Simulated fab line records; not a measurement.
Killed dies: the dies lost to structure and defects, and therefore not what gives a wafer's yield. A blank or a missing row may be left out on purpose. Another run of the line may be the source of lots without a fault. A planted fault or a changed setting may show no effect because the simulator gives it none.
fab line records / flow nand_harc
record lots=6 wafers=18 last_day=33
route steps=1302 shown A_SOURCE_PLATE@418 A_ONON_D1@424 END@1302
lots that met no fault: from a run of the same line without faults
start_h: start of the lot's first displayed wafer, in hours after the record's first day / wait_h: hours since the lot's step before / " repeats the value in the row above / L1.1+2: one row covering several wafers at once / - no value present, or no start provided / * or withheld: withheld / < > ~ a bound
route shown NAME@n: names a module that has steps shown in the file, with the first one's number in the route / usual: the fault-free wafers' mean and standard deviation / same: alike in all rows / chamber/n: place in a boat / sites: the reading at each site / _std_site: standard deviation of those values / _edge_site: the outer-site mean with the inner-site mean subtracted / radius_mm: how far each site lies from the wafer's centre / mask NAME#n: copy n / behind: the tool/chamber that last shaped the wafer / hold: the reason the lot was held/the length of the hold in hours/how it ended / device: the transistor (n, p or np) that didn't switch / end of line: at the end of the route, the tests of the same wafers / step lacking rows: just its recipe / killed: not the wafer's yield, but the dies lost to structure and defects at the first sort / map: shows each die of a wafer: x if killed, . if not, _ if none is there
set.NAME: the setting that was run; set.NAME@STEP: the one run at that earlier step / model.NAME: the simulator's own value behind a step, which no gauge read
lots at some steps of the route; a table a step, a row a wafer
services: a tool's chamber out of use, with start hour (start_h, from the record's first day; less than 0 if before it), hours out, and reason
## steps
# step NHARC_A_SOURCE_PLATE_CVD_03
# recipe target_thk_a=2000 temp_c=620 pressure_mtorr=200 time_s=4000 material=poly-Si
# step NHARC_A_SOURCE_PLATE_ANNEAL_05
# recipe temp_c=850 time_s=1800
# step NHARC_A_SOURCE_PLATE_THK_MEAS_06
# recipe thk_meas_gauge=ellipsometry
# usual thk_nm=200.2/2
lot.wafer=L483.3 tool=film_metro-01 chamber=- start_h=192.70 wait_h=0.4 thk_nm=199.9
lot.wafer=L483.4 tool=film_metro-01 chamber=- start_h=192.70 wait_h=0.4 thk_nm=203.6
lot.wafer=L483.6 tool=film_metro-01 chamber=- start_h=192.70 wait_h=0.4 thk_nm=201.8
lot.wafer=L486.2 tool=film_metro-02 chamber=- start_h=223.97 wait_h=0.4 thk_nm=199.3
lot.wafer=L486.4 tool=film_metro-02 chamber=- start_h=223.97 wait_h=0.4 thk_nm=201.0
lot.wafer=L486.6 tool=film_metro-02 chamber=- start_h=223.97 wait_h=0.4 thk_nm=199.9
lot.wafer=L497.1 tool=film_metro-02 chamber=- start_h=325.84 wait_h=0.4 thk_nm=196.6
lot.wafer=L497.2 tool=film_metro-02 chamber=- start_h=325.84 wait_h=0.4 thk_nm=198.1
lot.wafer=L497.3 tool=film_metro-02 chamber=- start_h=325.84 wait_h=0.4 thk_nm=195.6
lot.wafer=L498.1 tool=film_metro-01 chamber=- start_h=338.76 wait_h=0.4 thk_nm=202.2
lot.wafer=L498.3 tool=film_metro-01 chamber=- start_h=338.76 wait_h=0.4 thk_nm=198.4
lot.wafer=L498.6 tool=film_metro-01 chamber=- start_h=338.76 wait_h=0.4 thk_nm=201.8
lot.wafer=L502.3 tool=film_metro-01 chamber=- start_h=379.49 wait_h=0.4 thk_nm=196.9
lot.wafer=L502.5 tool=film_metro-01 chamber=- start_h=379.49 wait_h=0.4 thk_nm=200.4
lot.wafer=L502.6 tool=film_metro-01 chamber=- start_h=379.49 wait_h=0.4 thk_nm=199.5
lot.wafer=L503.2 tool=film_metro-01 chamber=- start_h=391.92 wait_h=0.4 thk_nm=199.9
lot.wafer=L503.4 tool=film_metro-01 chamber=- start_h=391.92 wait_h=0.4 thk_nm=197.1
lot.wafer=L503.6 tool=film_metro-01 chamber=- start_h=391.92 wait_h=0.4 thk_nm=200.9
# step NHARC_A_SOURCE_PLATE_INSPECT_08
# usual raw_defect_count=63/26
lot.wafer=L483.3 tool=defect_inspect-02 chamber=- start_h=192.77 wait_h=0.0 raw_defect_count=82
lot.wafer=L483.4 tool=defect_inspect-02 chamber=- start_h=192.77 wait_h=0.0 raw_defect_count=120
lot.wafer=L483.6 tool=defect_inspect-02 chamber=- start_h=192.77 wait_h=0.0 raw_defect_count=77
lot.wafer=L486.2 tool=defect_inspect-01 chamber=- start_h=224.06 wait_h=0.0 raw_defect_count=30
lot.wafer=L486.4 tool=defect_inspect-01 chamber=- start_h=224.06 wait_h=0.0 raw_defect_count=48
lot.wafer=L486.6 tool=defect_inspect-01 chamber=- start_h=224.06 wait_h=0.0 raw_defect_count=44
lot.wafer=L497.1 tool=defect_inspect-02 chamber=- start_h=325.90 wait_h=0.0 raw_defect_count=43
lot.wafer=L497.2 tool=defect_inspect-02 chamber=- start_h=325.90 wait_h=0.0 raw_defect_count=35
lot.wafer=L497.3 tool=defect_inspect-02 chamber=- start_h=325.90 wait_h=0.0 raw_defect_count=57
lot.wafer=L498.1 tool=defect_inspect-01 chamber=- start_h=338.86 wait_h=0.0 raw_defect_count=69
lot.wafer=L498.3 tool=defect_inspect-01 chamber=- start_h=338.86 wait_h=0.0 raw_defect_count=47
lot.wafer=L498.6 tool=defect_inspect-01 chamber=- start_h=338.86 wait_h=0.0 raw_defect_count=54
lot.wafer=L502.3 tool=defect_inspect-02 chamber=- start_h=379.56 wait_h=0.0 raw_defect_count=56
lot.wafer=L502.5 tool=defect_inspect-02 chamber=- start_h=379.56 wait_h=0.0 raw_defect_count=113
lot.wafer=L502.6 tool=defect_inspect-02 chamber=- start_h=379.56 wait_h=0.0 raw_defect_count=39
lot.wafer=L503.2 tool=defect_inspect-02 chamber=- start_h=391.98 wait_h=0.0 raw_defect_count=48
lot.wafer=L503.4 tool=defect_inspect-02 chamber=- start_h=391.98 wait_h=0.0 raw_defect_count=112
lot.wafer=L503.6 tool=defect_inspect-02 chamber=- start_h=391.98 wait_h=0.0 raw_defect_count=135
# step NHARC_A_ONON_D1_DEP_00
# recipe target_thk_a=10000 n2_flow_sccm=2750 n2o_flow_sccm=2000 nh3_flow_sccm=500 sih4_flow_sccm=210 temp_c=400
# step NHARC_A_ONON_D1_THK_MEAS_02
# recipe thk_meas_gauge=ellipsometry
# usual thk_nm=1003/8.9
lot.wafer=L483.3 tool=film_metro-01 chamber=- start_h=193.34 wait_h=- thk_nm=1000
lot.wafer=L483.4 tool=film_metro-01 chamber=- start_h=193.34 wait_h=- thk_nm=1003
lot.wafer=L483.6 tool=film_metro-01 chamber=- start_h=193.34 wait_h=- thk_nm=1002
lot.wafer=L486.2 tool=film_metro-02 chamber=- start_h=224.64 wait_h=- thk_nm=988
lot.wafer=L486.4 tool=film_metro-02 chamber=- start_h=224.64 wait_h=- thk_nm=987
lot.wafer=L486.6 tool=film_metro-02 chamber=- start_h=224.64 wait_h=- thk_nm=989
lot.wafer=L497.1 tool=film_metro-02 chamber=- start_h=326.48 wait_h=- thk_nm=1012
lot.wafer=L497.2 tool=film_metro-02 chamber=- start_h=326.48 wait_h=- thk_nm=1013
lot.wafer=L497.3 tool=film_metro-02 chamber=- start_h=326.48 wait_h=- thk_nm=1014
lot.wafer=L498.1 tool=film_metro-01 chamber=- start_h=339.44 wait_h=- thk_nm=1015
lot.wafer=L498.3 tool=film_metro-01 chamber=- start_h=339.44 wait_h=- thk_nm=1014
lot.wafer=L498.6 tool=film_metro-01 chamber=- start_h=339.44 wait_h=- thk_nm=1016
lot.wafer=L502.3 tool=film_metro-01 chamber=- start_h=380.13 wait_h=- thk_nm=1019
lot.wafer=L502.5 tool=film_metro-01 chamber=- start_h=380.13 wait_h=- thk_nm=1019
lot.wafer=L502.6 tool=film_metro-01 chamber=- start_h=380.13 wait_h=- thk_nm=1018
lot.wafer=L503.2 tool=film_metro-01 chamber=- start_h=392.56 wait_h=- thk_nm=1000
lot.wafer=L503.4 tool=film_metro-01 chamber=- start_h=392.56 wait_h=- thk_nm=998
lot.wafer=L503.6 tool=film_metro-01 chamber=- start_h=392.56 wait_h=- thk_nm=1000
# step NHARC_A_ONON_D1_DEP_03
# recipe target_thk_a=10000 n2_flow_sccm=2750 n2o_flow_sccm=2000 nh3_flow_sccm=500 sih4_flow_sccm=210 temp_c=400
# step NHARC_A_ONON_D1_THK_MEAS_05
# recipe thk_meas_gauge=ellipsometry
# usual thk_nm=999/9.8
lot.wafer=L483.3 tool=film_metro-01 chamber=- start_h=193.91 wait_h=- thk_nm=1002
lot.wafer=L483.4 tool=film_metro-01 chamber=- start_h=193.91 wait_h=- thk_nm=1000
lot.wafer=L483.6 tool=film_metro-01 chamber=- start_h=193.91 wait_h=- thk_nm=1003
lot.wafer=L486.2 tool=film_metro-02 chamber=- start_h=225.20 wait_h=- thk_nm=1003
lot.wafer=L486.4 tool=film_metro-02 chamber=- start_h=225.20 wait_h=- thk_nm=1005
lot.wafer=L486.6 tool=film_metro-02 chamber=- start_h=225.20 wait_h=- thk_nm=1005
lot.wafer=L497.1 tool=film_metro-01 chamber=- start_h=327.04 wait_h=- thk_nm=1008
lot.wafer=L497.2 tool=film_metro-01 chamber=- start_h=327.04 wait_h=- thk_nm=1007
lot.wafer=L497.3 tool=film_metro-01 chamber=- start_h=327.04 wait_h=- thk_nm=1011
lot.wafer=L498.1 tool=film_metro-01 chamber=- start_h=340.00 wait_h=- thk_nm=1006
lot.wafer=L498.3 tool=film_metro-01 chamber=- start_h=340.00 wait_h=- thk_nm=1007
lot.wafer=L498.6 tool=film_metro-01 chamber=- start_h=340.00 wait_h=- thk_nm=1007
lot.wafer=L502.3 tool=film_metro-01 chamber=- start_h=380.70 wait_h=- thk_nm=997
lot.wafer=L502.5 tool=film_metro-01 chamber=- start_h=380.70 wait_h=- thk_nm=996
lot.wafer=L502.6 tool=film_metro-01 chamber=- start_h=380.70 wait_h=- thk_nm=996
lot.wafer=L503.2 tool=film_metro-01 chamber=- start_h=393.12 wait_h=- thk_nm=1016
lot.wafer=L503.4 tool=film_metro-01 chamber=- start_h=393.12 wait_h=- thk_nm=1016
lot.wafer=L503.6 tool=film_metro-01 chamber=- start_h=393.12 wait_h=- thk_nm=1014
# step NHARC_A_ONON_D1_DEP_06
# recipe target_thk_a=10000 n2_flow_sccm=2750 n2o_flow_sccm=2000 nh3_flow_sccm=500 sih4_flow_sccm=210 temp_c=400
# step NHARC_A_ONON_D1_THK_MEAS_08
# recipe thk_meas_gauge=ellipsometry
# usual thk_nm=999/9.9
lot.wafer=L483.3 tool=film_metro-01 chamber=- start_h=194.47 wait_h=- thk_nm=1000
lot.wafer=L483.4 tool=film_metro-01 chamber=- start_h=194.47 wait_h=- thk_nm=1001
lot.wafer=L483.6 tool=film_metro-01 chamber=- start_h=194.47 wait_h=- thk_nm=999
lot.wafer=L486.2 tool=film_metro-01 chamber=- start_h=225.77 wait_h=- thk_nm=1009
lot.wafer=L486.4 tool=film_metro-01 chamber=- start_h=225.77 wait_h=- thk_nm=1011
lot.wafer=L486.6 tool=film_metro-01 chamber=- start_h=225.77 wait_h=- thk_nm=1010
lot.wafer=L497.1 tool=film_metro-01 chamber=- start_h=327.61 wait_h=- thk_nm=985
lot.wafer=L497.2 tool=film_metro-01 chamber=- start_h=327.61 wait_h=- thk_nm=985
lot.wafer=L497.3 tool=film_metro-01 chamber=- start_h=327.61 wait_h=- thk_nm=986
lot.wafer=L498.1 tool=film_metro-01 chamber=- start_h=340.57 wait_h=- thk_nm=1005
lot.wafer=L498.3 tool=film_metro-01 chamber=- start_h=340.57 wait_h=- thk_nm=1007
lot.wafer=L498.6 tool=film_metro-01 chamber=- start_h=340.57 wait_h=- thk_nm=1006
lot.wafer=L502.3 tool=film_metro-01 chamber=- start_h=381.27 wait_h=- thk_nm=1010
lot.wafer=L502.5 tool=film_metro-01 chamber=- start_h=381.27 wait_h=- thk_nm=1009
lot.wafer=L502.6 tool=film_metro-01 chamber=- start_h=381.27 wait_h=- thk_nm=1009
lot.wafer=L503.2 tool=film_metro-02 chamber=- start_h=393.69 wait_h=- thk_nm=985
lot.wafer=L503.4 tool=film_metro-02 chamber=- start_h=393.69 wait_h=- thk_nm=983
lot.wafer=L503.6 tool=film_metro-02 chamber=- start_h=393.69 wait_h=- thk_nm=984
# step NHARC_A_ONON_D1_DEP_09
# recipe target_thk_a=10000 n2_flow_sccm=2750 n2o_flow_sccm=2000 nh3_flow_sccm=500 sih4_flow_sccm=210 temp_c=400
# usual nh3_flow_sccm=499.8/1.4
lot.wafer=L483.3 tool=pecvd_onon-04 chamber=0 start_h=194.64 wait_h=0.2 nh3_flow_sccm=495.2
lot.wafer=L483.4 tool=pecvd_onon-04 chamber=0 start_h=194.64 wait_h=0.2 nh3_flow_sccm=498.2
lot.wafer=L483.6 tool=pecvd_onon-04 chamber=0 start_h=194.64 wait_h=0.2 nh3_flow_sccm=497.7
lot.wafer=L486.2 tool=pecvd_onon-03 chamber=0 start_h=225.88 wait_h=0.1 nh3_flow_sccm=501.2
lot.wafer=L486.4 tool=pecvd_onon-03 chamber=0 start_h=225.88 wait_h=0.1 nh3_flow_sccm=499.7
lot.wafer=L486.6 tool=pecvd_onon-03 chamber=0 start_h=225.88 wait_h=0.1 nh3_flow_sccm=500.7
lot.wafer=L497.1 tool=pecvd_onon-03 chamber=0 start_h=327.67 wait_h=0.1 nh3_flow_sccm=501.3
lot.wafer=L497.2 tool=pecvd_onon-03 chamber=0 start_h=327.67 wait_h=0.1 nh3_flow_sccm=501.1
lot.wafer=L497.3 tool=pecvd_onon-03 chamber=0 start_h=327.67 wait_h=0.1 nh3_flow_sccm=500.8
lot.wafer=L498.1 tool=pecvd_onon-03 chamber=0 start_h=340.63 wait_h=0.1 nh3_flow_sccm=497.8
lot.wafer=L498.3 tool=pecvd_onon-03 chamber=0 start_h=340.63 wait_h=0.1 nh3_flow_sccm=500.9
lot.wafer=L498.6 tool=pecvd_onon-03 chamber=0 start_h=340.63 wait_h=0.1 nh3_flow_sccm=497.4
lot.wafer=L502.3 tool=pecvd_onon-02 chamber=0 start_h=381.44 wait_h=0.2 nh3_flow_sccm=499.3
lot.wafer=L502.5 tool=pecvd_onon-02 chamber=0 start_h=381.44 wait_h=0.2 nh3_flow_sccm=501.3
lot.wafer=L502.6 tool=pecvd_onon-02 chamber=0 start_h=381.44 wait_h=0.2 nh3_flow_sccm=497.1
lot.wafer=L503.2 tool=pecvd_onon-02 chamber=0 start_h=393.81 wait_h=0.1 nh3_flow_sccm=498.7
lot.wafer=L503.4 tool=pecvd_onon-02 chamber=0 start_h=393.81 wait_h=0.1 nh3_flow_sccm=498.1
lot.wafer=L503.6 tool=pecvd_onon-02 chamber=0 start_h=393.81 wait_h=0.1 nh3_flow_sccm=497.4
# step NHARC_A_ONON_D1_THK_MEAS_11
# recipe thk_meas_gauge=ellipsometry
# usual thk_nm=994/14
lot.wafer=L483.3 tool=film_metro-01 chamber=- start_h=195.04 wait_h=- hold=- thk_nm=997
lot.wafer=L483.4 tool=film_metro-01 chamber=- start_h=195.04 wait_h=- hold=- thk_nm=998
lot.wafer=L483.6 tool=film_metro-01 chamber=- start_h=195.04 wait_h=- hold=- thk_nm=995
lot.wafer=L486.2 tool=film_metro-01 chamber=- start_h=226.34 wait_h=- hold=- thk_nm=991
lot.wafer=L486.4 tool=film_metro-01 chamber=- start_h=226.34 wait_h=- hold=- thk_nm=991
lot.wafer=L486.6 tool=film_metro-01 chamber=- start_h=226.34 wait_h=- hold=- thk_nm=991
lot.wafer=L497.1 tool=film_metro-01 chamber=- start_h=328.18 wait_h=- hold=await_dispo/0.2h/release thk_nm=1601
lot.wafer=L497.2 tool=film_metro-01 chamber=- start_h=328.18 wait_h=- hold=await_dispo/0.2h/release thk_nm=1028
lot.wafer=L497.3 tool=film_metro-01 chamber=- start_h=328.18 wait_h=- hold=await_dispo/0.2h/release thk_nm=1602
lot.wafer=L497.1 tool=film_metro-01 chamber=- start_h=328.35 wait_h=0.2 hold=- thk_nm=1601
lot.wafer=L497.2 tool=film_metro-01 chamber=- start_h=328.35 wait_h=0.2 hold=- thk_nm=1027
lot.wafer=L497.3 tool=film_metro-01 chamber=- start_h=328.35 wait_h=0.2 hold=- thk_nm=1603
lot.wafer=L498.1 tool=film_metro-01 chamber=- start_h=341.14 wait_h=- hold=await_dispo/0.2h/release thk_nm=1563
lot.wafer=L498.3 tool=film_metro-01 chamber=- start_h=341.14 wait_h=- hold=await_dispo/0.2h/release thk_nm=1564
lot.wafer=L498.6 tool=film_metro-01 chamber=- start_h=341.14 wait_h=- hold=await_dispo/0.2h/release thk_nm=1565
lot.wafer=L498.1 tool=film_metro-01 chamber=- start_h=341.31 wait_h=0.2 hold=- thk_nm=1563
lot.wafer=L498.3 tool=film_metro-01 chamber=- start_h=341.31 wait_h=0.2 hold=- thk_nm=1565
lot.wafer=L498.6 tool=film_metro-01 chamber=- start_h=341.31 wait_h=0.2 hold=- thk_nm=1566
lot.wafer=L502.3 tool=film_metro-01 chamber=- start_h=381.83 wait_h=- hold=- thk_nm=996
lot.wafer=L502.5 tool=film_metro-01 chamber=- start_h=381.83 wait_h=- hold=- thk_nm=995
lot.wafer=L502.6 tool=film_metro-01 chamber=- start_h=381.83 wait_h=- hold=- thk_nm=995
lot.wafer=L503.2 tool=film_metro-02 chamber=- start_h=394.26 wait_h=- hold=- thk_nm=998
lot.wafer=L503.4 tool=film_metro-02 chamber=- start_h=394.26 wait_h=- hold=- thk_nm=997
lot.wafer=L503.6 tool=film_metro-02 chamber=- start_h=394.26 wait_h=- hold=- thk_nm=999
# step NHARC_END_SORT_01
# recipe temp_c=25
# usual killed_at_array=59/19 killed_at_other=0.6/0.85 killed_at_periphery=3.8/2.5 killed_dies=64/19 killed_open=3.3/1.8 killed_short=2.2/1.6
# same gross_dies=677
lot.wafer=L497.1 tool=prober-01 chamber=0 start_h=727.56 wait_h=2.5 killed_at_array=673 killed_at_other=2 killed_at_periphery=2 killed_dies=677 killed_open=1 killed_short=0
lot.wafer=L497.3 tool=prober-01 chamber=0 start_h=729.14 wait_h=3.1 killed_at_array=675 killed_at_other=1 killed_at_periphery=1 killed_dies=677 killed_open=4 killed_short=1
lot.wafer=L498.1 tool=prober-01 chamber=0 start_h=761.75 wait_h=2.5 killed_at_array=673 killed_at_other=0 killed_at_periphery=4 killed_dies=677 killed_open=4 killed_short=4
lot.wafer=L498.3 tool=prober-01 chamber=0 start_h=763.35 wait_h=3.1 killed_at_array=676 killed_at_other=0 killed_at_periphery=1 killed_dies=677 killed_open=4 killed_short=0
lot.wafer=L498.6 tool=prober-01 chamber=0 start_h=765.74 wait_h=4.0 killed_at_array=670 killed_at_other=0 killed_at_periphery=7 killed_dies=677 killed_open=5 killed_short=5
# killed by level:class
L497.1 A_ONON_D1:area_dep=606 A_CHANNEL_HOLE_D1:chamber_film_flake=24 A_CHANNEL_HOLE_D2:chamber_film_flake=21 A_CONTACT:chamber_film_flake=4 A_SGD_CUT:chamber_film_flake=4 A_CHANNEL_FILL_D2:chamber_film_flake=3 A_STAIRCASE:chamber_film_flake=3 A_ZERO_WELL:chamber_film_flake=2
L497.3 A_ONON_D1:area_dep=583 A_CHANNEL_HOLE_D1:chamber_film_flake=47 A_CHANNEL_HOLE_D2:chamber_film_flake=20 A_CONTACT:chamber_film_flake=5 A_SGD_CUT:chamber_film_flake=3 A_ZERO_WELL:chamber_film_flake=2 A_CHANNEL_FILL_D1:chamber_film_flake=2 A_CHANNEL_FILL_D2:chamber_film_flake=2
L498.1 A_ONON_D1:area_dep=591 A_CHANNEL_HOLE_D1:chamber_film_flake=36 A_SLIT:chamber_film_flake=35 A_DECK1_JOINT:geometric_particle:open=2 P_ZERO_WELL:chamber_film_flake=2 A_CONTACT:chamber_film_flake=2 P_GATE:geometric_particle:short=1 P_CONTACT:geometric_particle:open=1
L498.3 A_ONON_D1:area_dep=597 A_CHANNEL_HOLE_D1:chamber_film_flake=35 A_SLIT:chamber_film_flake=32 A_CHANNEL_FILL_D2:geometric_particle:open=2 A_DECK1_JOINT:chamber_film_flake=2 A_CHANNEL_FILL_D2:chamber_film_flake=2 A_STAIRCASE:chamber_film_flake=2 A_CONTACT:chamber_film_flake=2
L498.6 A_ONON_D1:area_dep=588 A_SLIT:chamber_film_flake=33 A_CHANNEL_HOLE_D1:chamber_film_flake=32 A_WL_FILL:chamber_film_flake=3 A_CONTACT:chamber_film_flake=3 A_ONON_D1:geometric_particle:open=2 P_ZERO_WELL:chamber_film_flake=2 A_STAIRCASE:chamber_film_flake=2
# map L497.1 (x killed, . not)
____________x____________
_________xxxxxxx_________
_______xxxxxxxxxxx_______
______xxxxxxxxxxxxx______
_____xxxxxxxxxxxxxxx_____
____xxxxxxxxxxxxxxxxx____
____xxxxxxxxxxxxxxxxx____
___xxxxxxxxxxxxxxxxxxx___
___xxxxxxxxxxxxxxxxxxx___
__xxxxxxxxxxxxxxxxxxxxx__
__xxxxxxxxxxxxxxxxxxxxx__
_xxxxxxxxxxxxxxxxxxxxxxx_
_xxxxxxxxxxxxxxxxxxxxxxx_
_xxxxxxxxxxxxxxxxxxxxxxx_
_xxxxxxxxxxxxxxxxxxxxxxx_
_xxxxxxxxxxxxxxxxxxxxxxx_
xxxxxxxxxxxxxxxxxxxxxxxxx
xxxxxxxxxxxxxxxxxxxxxxxxx
xxxxxxxxxxxxxxxxxxxxxxxxx
xxxxxxxxxxxxxxxxxxxxxxxxx
xxxxxxxxxxxxxxxxxxxxxxxxx
_xxxxxxxxxxxxxxxxxxxxxxx_
_xxxxxxxxxxxxxxxxxxxxxxx_
_xxxxxxxxxxxxxxxxxxxxxxx_
_xxxxxxxxxxxxxxxxxxxxxxx_
_xxxxxxxxxxxxxxxxxxxxxxx_
__xxxxxxxxxxxxxxxxxxxxx__
__xxxxxxxxxxxxxxxxxxxxx__
___xxxxxxxxxxxxxxxxxxx___
___xxxxxxxxxxxxxxxxxxx___
____xxxxxxxxxxxxxxxxx____
____xxxxxxxxxxxxxxxxx____
_____xxxxxxxxxxxxxxx_____
______xxxxxxxxxxxxx______
_______xxxxxxxxxxx_______
_________xxxxxxx_________
____________x____________
# map L498.1 (x killed, . not)
____________x____________
_________xxxxxxx_________
_______xxxxxxxxxxx_______
______xxxxxxxxxxxxx______
_____xxxxxxxxxxxxxxx_____
____xxxxxxxxxxxxxxxxx____
____xxxxxxxxxxxxxxxxx____
___xxxxxxxxxxxxxxxxxxx___
___xxxxxxxxxxxxxxxxxxx___
__xxxxxxxxxxxxxxxxxxxxx__
__xxxxxxxxxxxxxxxxxxxxx__
_xxxxxxxxxxxxxxxxxxxxxxx_
_xxxxxxxxxxxxxxxxxxxxxxx_
_xxxxxxxxxxxxxxxxxxxxxxx_
_xxxxxxxxxxxxxxxxxxxxxxx_
_xxxxxxxxxxxxxxxxxxxxxxx_
xxxxxxxxxxxxxxxxxxxxxxxxx
xxxxxxxxxxxxxxxxxxxxxxxxx
xxxxxxxxxxxxxxxxxxxxxxxxx
xxxxxxxxxxxxxxxxxxxxxxxxx
xxxxxxxxxxxxxxxxxxxxxxxxx
_xxxxxxxxxxxxxxxxxxxxxxx_
_xxxxxxxxxxxxxxxxxxxxxxx_
_xxxxxxxxxxxxxxxxxxxxxxx_
_xxxxxxxxxxxxxxxxxxxxxxx_
_xxxxxxxxxxxxxxxxxxxxxxx_
__xxxxxxxxxxxxxxxxxxxxx__
__xxxxxxxxxxxxxxxxxxxxx__
___xxxxxxxxxxxxxxxxxxx___
___xxxxxxxxxxxxxxxxxxx___
____xxxxxxxxxxxxxxxxx____
____xxxxxxxxxxxxxxxxx____
_____xxxxxxxxxxxxxxx_____
______xxxxxxxxxxxxx______
_______xxxxxxxxxxx_______
_________xxxxxxx_________
____________x____________
## services
tool=pecvd_onon-02 chamber=- start_h=185.09 hours=13.0 kind=pm
tool=pecvd_onon-03 chamber=- start_h=186.71 hours=2.8 kind=repair
tool=pecvd_onon-03 chamber=- start_h=227.00 hours=13.0 kind=pm
tool=pecvd_onon-04 chamber=- start_h=241.68 hours=7.7 kind=repair
tool=pecvd_onon-04 chamber=- start_h=311.91 hours=13.0 kind=pm
tool=pecvd_onon-02 chamber=- start_h=366.09 hours=13.0 kind=pm
## key
first_sign step=NHARC_A_ONON_D1_THK_MEAS_11 reading=visit direction=added
effect step=NHARC_A_ONON_D1_THK_MEAS_11 reading=thk_nm direction=up sigmas=43 usual=994 struck=1579
effect step=NHARC_END_SORT_01 reading=killed_dies direction=up sigmas=33 usual=64 struck=677
more_kills_born_at NHARC_A_ONON_D1_DEP_09@pecvd_onon-03=2965
met_at NHARC_A_ONON_D1_DEP_09
struck_wafers L497.1,L497.3,L498.1,L498.3,L498.6
later_rows_left_out L497.1,L497.3,L498.1,L498.3,L498.6
tester_left_out L497,L498
onset_between 225.88 327.67
fault kind=process_parameter_drift tool=pecvd_onon-03 chamber=- onset_h=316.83 steps=NHARC_A_ONON_D1_DEP_09 channel=target_thk_a offset=* shape=step end_h=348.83 scope=struck_wafers_only acts_in=* stated=*
# tester_left_out: of these lots the tester's yield and bins aren't shown, on N5 and GAA mostly nor the transistor test; their killed dies are dies lost to structure and defects alone, not to doping, threshold or leakage, so they don't give the yield
# later_rows_left_out: the simulator's readings of these wafers behind a module that went badly wrong aren't trusted and aren't shown, but for the sort
